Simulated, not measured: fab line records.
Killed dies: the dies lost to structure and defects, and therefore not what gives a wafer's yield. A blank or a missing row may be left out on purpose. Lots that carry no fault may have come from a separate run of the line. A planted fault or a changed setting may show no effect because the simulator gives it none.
Comparing a struck lot with a sound one ; flow n5 finfet ; 19 steps out of a route of 1938
Sound: wafers L763.2, L763.3, L763.6. Struck: wafers L755.2, L755.3, L755.6. The cause is named last.
Order at every step that has rows: each side's tool, ch and its chambers, its first start. Under that, the readings that differ: sound wafers ; struck wafers ; difference of the means ; sigmas: that difference in standard deviations of wafers without a fault.
alike: readings whose means differ by less than 2 such deviations, and words and numbers that are the same on both sides. not compared: withheld readings, readings that some wafer has no value for, bounds like >300 that may hide the same value, and numbers for which the record gives no deviation and whose values overlap.
Wherever a step has rows on one side only, a row that says differs or no value, or a row with sigmas, the two part there. Non-overlapping numbers with no deviation appear without sigmas and do not part them. A reading that every wafer of one side lacks parts them only if that side has two wafers or more.

N5_BEOL_M13_CMP_49: polishes, stops on SiOC, t overpolish 17.1 s, target thk 420 nm.
  sound on cmp-03 ch 0,2, day 15 09:16; struck on cmp-02 ch 2,3, day 12 18:10
  alike: barrier field endpoint s, motor current A, overpolish run s
N5_BEOL_M13_THK_MEAS_50: measures by xrf.
  sound on film metro-02, day 15 09:31; struck on film metro-01, day 12 18:28
  alike: M13_THK
then, 1 step without rows for these wafers: N5_BEOL_M13_PRE_CLEAN_52 (time 15 s).
N5_BEOL_M13_DEP_53: deposits SiCN from 3MS/NH3, target thk 50 nm, time 17.8 s.
  sound on pecvd-02 ch 0,1,2, day 15 09:35; struck on pecvd-04 ch 0,1,2, day 12 18:32
  alike: showerhead plenum p Torr, throttle valve pct
  not compared: since wet clean h
N5_BEOL_M13_RS_MEAS_54: uses a four-point probe to measure.
  sound on film metro-02, day 15 09:39; struck on film metro-01, day 12 18:36
  alike: M13_RS
N5_BEOL_M13_INSPECT_55: inspects for defects (darkfield).
  sound on defect inspect-01, day 15 09:40; struck on defect inspect-02, day 12 18:37
  alike: raw defect count
N5_BEOL_M14_ILD_DEP_00: deposits SiO2 from TEOS/O2, target thk 1119.3 nm, time 237.4 s.
  sound on pecvd-01 ch 0,1,2, day 15 09:43; struck on pecvd-03 ch 0,1,2, day 12 18:40
  alike: heater power w, showerhead plenum p Torr, throttle valve pct
  not compared: since wet clean h
N5_BEOL_M14_THK_MEAS_01:
  sound on film metro-02, day 15 09:54; struck on film metro-02, day 12 18:51
  alike: M14_ILD_THK
then, 4 steps without rows for these wafers: N5_BEOL_M14_COAT_58 (time 60 s, resist thk 89 nm); N5_BEOL_M14_COAT_04 (resist thk 800 nm); N5_BEOL_M14_EBR_06; N5_BEOL_M14_SOFTBAKE_05 (time 60 s).
N5_BEOL_M14_EXPOSE_07: exposes mask V13.
  sound on krf scanner-02 ch 0, day 15 10:10; struck on krf scanner-01 ch 0, day 12 19:07
reading;sound;struck;difference;sigmas
exposure dose mJ cm2;56.98 57.00 57.05;53.41 53.40 53.41;-3.60;-77
  alike: mask
then, 3 steps without rows for these wafers: N5_BEOL_M14_PEB_08 (peb time 90 s); N5_BEOL_M14_DEVELOP_09 (develop time 45 s); N5_BEOL_M14_HARDBAKE_14 (time 120 s).
N5_BEOL_M14_CD_MEAS_10: the cd target is 250 nm.
  sound on cd sem-01 ch 0, day 15 10:20; struck on cd sem-02 ch 0, day 12 19:17
reading;sound;struck;difference;sigmas
cd nm (nm);251.4 249.5 250.7;237.9 238.2 237.9;-12.5;-7
N5_BEOL_M14_OVL_MEAS_11:
  sound on overlay-01 ch 0, day 15 10:22; struck on overlay-01 ch 0, day 12 19:19
reading;sound;struck;difference;sigmas
V13_OVL (nm);3 4 6;-9 -6 -2;-10;-2
N5_PASSIVATION_PROBE_49:
  sound on prober-01, day 16 09:26; struck on prober-01, day 13 21:05
  alike: defect limited yield, killed_at_M0_to_M3, killed_at_M4_up, killed at contacts, killed at front end, killed at other, killed dies, killed open, killed short, sort_bin_5_function, sort_bin_6_memory, sort n pass, sort yield pct

WHERE THEY PART
Last at N5_BEOL_M14_OVL_MEAS_11 as far as this record goes, first at N5_BEOL_M14_EXPOSE_07. Later steps at which nothing parts them and some readings are alike: N5_PASSIVATION_PROBE_49.

WHY: what had been put in by the simulator
Drift in process parameters on krf scanner-01 at N5_BEOL_M14_EXPOSE_07, starting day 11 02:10. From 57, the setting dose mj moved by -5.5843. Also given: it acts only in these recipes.
